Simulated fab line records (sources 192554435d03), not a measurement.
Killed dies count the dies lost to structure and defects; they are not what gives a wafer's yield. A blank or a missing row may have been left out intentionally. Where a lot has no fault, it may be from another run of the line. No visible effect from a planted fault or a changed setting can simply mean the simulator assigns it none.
3 desks looking at one fault + flow n5-finfet + what lay behind the numbers comes last; until then each desk has only its own

THE DEFECT DESK
Counts from the inspections along the route, per lot, as means over the sampled wafers that have a number. Marked OUT: a lot whose mean sits more than 4 standard deviations from the usual mean, which makes it out of limits; the brackets give that distance.
Columns: A = raw-defect-count at N5_WELL_APT_INSPECT_38, usual 13
| lot  | first seen here | A  |
|------|-----------------|----|
| L965 | day 1 16:40     | 13 |
| L968 | day 2 10:58     | 17 |
| L971 | day 3 05:55     | 12 |
| L985 | day 6 16:39     | 10 |
| L986 | day 6 22:52     | 11 |
| L988 | day 7 10:46     | 14 |
Finding of this desk: none of the 6 lots has anything out of limits.

AT THE METROLOGY DESK
What the gauges read for every lot (on any tool): the sampled wafers with a number, averaged. Marked OUT: a lot whose mean sits more than 4 standard deviations from the usual mean, which makes it out of limits; the brackets give that distance. Only the readings that lie furthest out on some lot appear, 7 of the 10 it has.
Columns: A = DIBL_N at N5_BEOL_M4_RC_MEAS_101, usual 36.3 mV/V; B = DIBL_P at N5_BEOL_M4_RC_MEAS_101, usual 36.6 mV/V; C = IOFF_P at N5_BEOL_M4_RC_MEAS_101, usual 0.23 nA/um; D = ION_P at N5_BEOL_M4_RC_MEAS_101, usual 468 uA/um; E = SS_P at N5_BEOL_M4_RC_MEAS_101, usual 73.4 mV/dec; F = VT_N at N5_BEOL_M4_RC_MEAS_101, usual 248 mV; G = VT_P at N5_BEOL_M4_RC_MEAS_101, usual -248.9 mV
| lot  | first seen here | A    | B    | C    | D   | E    | F   | G      |
|------|-----------------|------|------|------|-----|------|-----|--------|
| L968 | day 9 07:15     | 34.0 | 35.9 | 0.20 | 461 | 72.9 | 248 | -249.6 |
| L965 | day 9 21:32     | 36.3 | 38.2 | 0.22 | 465 | 73.6 | 251 | -251.6 |
| L971 | day 10 03:47    | 35.9 | 36.2 | 0.23 | 469 | 73.2 | 249 | -249.1 |
| L985 | day 15 09:49    | 35.2 | 34.3 | 0.22 | 468 | 73.1 | 250 | -248.1 |
| L986 | day 15 20:36    | 36.1 | 36.6 | 0.23 | 471 | 73.9 | 247 | -249.3 |
| L988 | day 16 15:40    | 36.5 | 36.2 | 0.21 | 461 | 73.5 | 248 | -248.7 |
Finding of this desk: none of the 6 lots has anything out of limits.

DESK OF THE TOOL OWNER: litho-track-04
The tool's own readings at N5_PMOS_HMC_CHANNEL_EPI_COAT_31 (time 60 s, resist thk 66 nm): means of the sampled wafers that have a number, for each lot that ran on this tool. Marked OUT: a lot whose mean sits more than 4 standard deviations from the usual mean, which makes it out of limits; the brackets give that distance.
Columns: A = dispense-pressure-kPa at N5_PMOS_HMC_CHANNEL_EPI_COAT_31, usual 46.9 kPa; B = heater-power-total-W at N5_PMOS_HMC_CHANNEL_EPI_COAT_31, usual 391.7 W; C = plate-temp-C at N5_PMOS_HMC_CHANNEL_EPI_COAT_31, usual 205.03 C
| lot  | first seen here | A    | B                | C                |
|------|-----------------|------|------------------|------------------|
| L965 | day 1 16:46     | 44.2 | 392.5            | 204.88           |
| L971 | day 3 06:01     | 44.1 | 390.7            | 205.12           |
| L985 | day 6 16:44     | 44.2 | 404.7 (+10) OUT  | 210.25 (+31) OUT |
| L986 | day 6 22:57     | 44.1 | 402.9 (+8.6) OUT | 210.20 (+30) OUT |
This desk finds L985, L986 out of limits, L985 being first, at day 6 16:44 (heater-power-total-W at N5_PMOS_HMC_CHANNEL_EPI_COAT_31). Within limits: L965, L971.

ALL TOGETHER
On L985, L986, at day 6 16:44, an alarm was possible from the tool owner's desk.
Nothing the defect desk looked at was out of limits.
The metrology desk saw nothing out of limits.
The defect desk has L985, L986 on record, within its limits.
The metrology desk holds a record of L985, L986, inside its limits.
Every lot named ran N5_PMOS_HMC_CHANNEL_EPI_COAT_31 on litho-track-04.

WHAT THE SIMULATOR PUT IN
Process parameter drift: litho-track-04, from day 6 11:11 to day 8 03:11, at N5_PMOS_HMC_CHANNEL_EPI_COAT_31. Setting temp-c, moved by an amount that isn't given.
Shown lots that were struck: L985, L986.
Each desk's first reading out of limits, in hours after the fault started: the tool owner's desk, 6.
